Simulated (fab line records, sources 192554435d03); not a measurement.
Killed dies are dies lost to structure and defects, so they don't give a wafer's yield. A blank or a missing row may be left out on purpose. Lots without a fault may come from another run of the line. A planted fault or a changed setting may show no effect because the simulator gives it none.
A struck lot beside a sound one | flow n5_finfet | 36 steps out of a route of 1938
Sound: wafers L976.2, L976.5, L976.6. Struck: wafers L980.1, L980.3, L980.4. The cause comes at the end.
At each step with rows: each side's tool, then ch and its chambers, then its first start. Under that, the readings that differ: sound wafers | struck wafers | difference of the means | sigmas: that difference in standard deviations of wafers without a fault.
alike: readings whose means differ by less than 2 such deviations, and words and numbers that are the same on both sides. not compared: withheld readings, readings that some wafer has no value for, bounds like >300 that may hide the same value, and numbers for which the record gives no deviation and whose values overlap.
The two part at a step that has a row with sigmas, a row that says differs or no value, or rows on one side only. Numbers that don't overlap but have no deviation are shown without sigmas and don't part them. A reading that every wafer of one side lacks parts them only if that side has two wafers or more.

first, 9 steps without rows for these wafers: N5_BEOL_M4_ANNEAL_95 (time 240 s); N5_BEOL_M4_SPUTTER_96 (material Cu, target thk 4.5 nm, time 8.29 s); N5_BEOL_M4_ECD_50 (material Cu, target thk 300 nm); N5_BEOL_M4_ANNEAL_51 (time 90 s); N5_BEOL_M4_CMP_52 (polishes, stops on SiOC, t overpolish 6.8 s, target thk 40 nm); N5_BEOL_M4_PRE_CLEAN_60 (time 15 s); N5_BEOL_M4_CO_CAP_55 (material Co, precursor CCTBA/H2, target thk 2 nm, time 102.1 s); N5_BEOL_M4_PRE_CLEAN_56 (time 15 s); N5_BEOL_M4_DEP_57 (deposits SiCN from 3MS/NH3, target thk 8 nm, time 14 s).
N5_BEOL_M4_RC_MEAS_101:
  sound on prober-01 ch 0, day 10 08:31; struck on prober-02 ch 0, day 11 00:05
  reading   | sound          | struck         | difference | sigmas
  VT_P (mV) | -256 -251 -256 | -246 -245 -252 | +7         | +2
  alike: DIBL_N, DIBL_P, IOFF_N, IOFF_P, ION_N, ION_P, SS_N, SS_P, VT_N
then, 24 steps without rows for these wafers: N5_BEOL_M5_ILD_DEP_00 (deposits SiCOH lowk from DEMS/porogen, target thk 140.64 nm, time 25.9 s); N5_BEOL_M5_CURE_79 (cures SiCOH lowk, time 240 s); N5_BEOL_M5_PECVD_70 (deposits SiO2 from TEOS/O2, target thk 16 nm, time 18 s); N5_BEOL_M5_HM_DEP_02 (deposits TiN, target thk 20 nm); N5_BEOL_M5_COAT_59 (time 60 s, resist thk 60 nm); N5_BEOL_M5_COAT_60 (time 60 s, resist thk 12 nm); N5_BEOL_M5_COAT_71 (time 60 s, resist thk 5 nm); N5_BEOL_M5_COAT_05 (resist thk 30 nm); N5_BEOL_M5_EBR_07; N5_BEOL_M5_SOFTBAKE_06 (time 60 s); N5_BEOL_M5_EXPOSE_08 (exposes mask M5, target cd 28 nm); N5_BEOL_M5_PEB_09 (peb time 60 s); N5_BEOL_M5_DEVELOP_10 (develop time 30 s); N5_BEOL_M5_DESCUM_16 (chemistry O2, time 7 s); N5_BEOL_M5_ETCH_72 (etches underlayer in N2/H2, target depth 6.5 nm, time 5.2 s); N5_BEOL_M5_ETCH_61 (etches SiARC in CF4, target depth 15.6 nm, time 26 s); N5_BEOL_M5_ETCH_62 (etches SOC in N2/H2, target depth 75 nm, overetch 15 nm, time 112.5 s); N5_BEOL_M5_STRIP_63 (strips in N2/H2); N5_BEOL_M5_STRIP_73 (strips in N2/H2); N5_BEOL_M5_STRIP_64 (strips in CF4); N5_BEOL_M5_HM_OPEN_17 (chemistry Cl2/BCl3, target TiN, target depth 20 nm, overetch 6 nm); N5_BEOL_M5_STRIP_19 (strips in O2); N5_BEOL_M5_COAT_65 (time 60 s, resist thk 60 nm); N5_BEOL_M5_COAT_66 (time 60 s, resist thk 12 nm).
-- the record jumps here: 2 days lie between the struck wafers' starts before and after (it left off in module BEOL_M5 and takes up again in module BEOL_M10, whose first step shown is number 1473 of the route) --
N5_BEOL_M10_PECVD_70: deposits SiO2 from TEOS/O2, target thk 20 nm, time 22.7 s.
  sound on pecvd-02 ch 0,2, day 12 11:46; struck on pecvd-02 ch 0,2, day 13 03:14
  no value came back on the struck wafers for any of 6 readings (chamber_pressure_Torr (Torr), heater_power_outer_w (W) and others); on the sound wafers chamber_pressure_Torr (Torr) reads 5.494 5.505 5.482
-- the record jumps here: 3 days lie between the struck wafers' starts before and after (it left off in module BEOL_M10 and takes up again in module PASSIVATION, whose first step shown is number 1936 of the route) --
N5_PASSIVATION_PROBE_49:
  the record has rows for the struck wafers here (prober-01, day 15 15:46) and none for the sound ones

WHERE THEY PART
First at N5_BEOL_M4_RC_MEAS_101; last, within this record, at N5_PASSIVATION_PROBE_49.

WHY: what the simulator had put in
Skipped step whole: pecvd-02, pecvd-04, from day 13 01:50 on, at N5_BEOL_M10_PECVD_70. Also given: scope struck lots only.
